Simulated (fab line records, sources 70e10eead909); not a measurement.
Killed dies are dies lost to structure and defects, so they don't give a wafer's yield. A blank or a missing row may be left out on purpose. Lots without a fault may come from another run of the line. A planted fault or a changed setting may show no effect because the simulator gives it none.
Chamber matching | flow nand_harc | NHARC_A_ZERO_WELL_DESCUM_12 on rie_diel-11: 4 sister chambers
The step chemistry O2, time 3 s. 16 wafers are shown with their chamber, then 8 later ones without.

WAFERS WITH THEIR CHAMBER
wafer  | chamber | drypump_motor_current_A (A) | oes_product_au (a.u.) | chamber_pressure_mTorr (mTorr)
L626.2 | 2       | 6.0                         | 0.980                 | 59.99
L626.5 | 0       | 6.3                         | 1.008                 | 59.99
L626.6 | 3       | 6.3                         | 0.991                 | 59.98
L628.1 | 1       | 5.9                         | 0.992                 | 59.88
L628.4 | 0       | 6.2                         | 1.001                 | 59.94
L628.6 | 1       | 5.9                         | 0.997                 | 59.99
L630.1 | 3       | 6.2                         | 1.000                 | 59.91
L630.2 | 1       | 5.9                         | 0.994                 | 60.04
L630.5 | 0       | 6.2                         | 1.004                 | 60.10
L631.2 | 2       | 6.0                         | 0.993                 | 59.90
L631.3 | 1       | 5.9                         | 0.992                 | 60.05
L631.6 | 1       | 5.9                         | 0.996                 | 59.90
L633.1 | 3       | 6.2                         | 0.994                 | 59.96
L633.3 | 1       | 5.9                         | 0.999                 | 59.96
L633.5 | 0       | 6.2                         | 0.995                 | 60.01
L635.2 | 1       | 5.9                         | 0.993                 | 60.02

SIGNATURES (means of the wafers above)
reading                 | chamber 0 | chamber 1 | chamber 2 | chamber 3 | scatter within a chamber
drypump_motor_current_A | 6.225     | 5.900     | 6.000     | 6.233     | 0.0344
oes_product_au          | 1.00200   | 0.99471   | 0.98650   | 0.99500   | 0.00465
chamber_pressure_mTorr  | 60.0100   | 59.9771   | 59.9450   | 59.9500   | 0.0626
Rule: a wafer's distance from a chamber is the root of the sum, over the readings, of the square of ((its reading less the chamber's mean) divided by the reading's scatter). The wafer belongs to the nearest chamber; if the next one is less than 2 further off, it can't be placed. The scatter: the root of (the sum of the squares of (reading less its chamber's mean) over the shown wafers, divided by (wafers less chambers)).

WAFERS WITHOUT THEIR CHAMBER
wafer  | drypump_motor_current_A (A) | oes_product_au (a.u.) | chamber_pressure_mTorr (mTorr)
L635.3 | 6.2                         | 1.002                 | 59.95
L635.5 | 5.9                         | 0.992                 | 60.02
L640.2 | 6.2                         | 0.993                 | 60.11
L640.3 | 6.3                         | 0.991                 | 59.90
L640.6 | 6.3                         | 0.994                 | 60.09
L642.3 | 6.1                         | 1.001                 | 59.93
L642.4 | 5.9                         | 0.996                 | 59.97
L642.5 | 5.9                         | 0.997                 | 60.01

WHICH CHAMBER EACH WENT THROUGH
wafer  | from the rows above          | in truth
L635.3 | can't be placed: 0 or 3      | 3
L635.5 | 1                            | 1
L640.2 | can't be placed: 0 or 3      | 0
L640.3 | can't be placed: 3 or 0      | 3
L640.6 | can't be placed: 3 or 0      | 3
L642.3 | can't be placed: 0 or 3 or 2 | 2
L642.4 | 1                            | 1
L642.5 | 1                            | 1
Placed correctly: 3 of 8. Can't be placed from these rows: 5 (the true chamber is among the candidates in 5). Placed wrongly: 0.
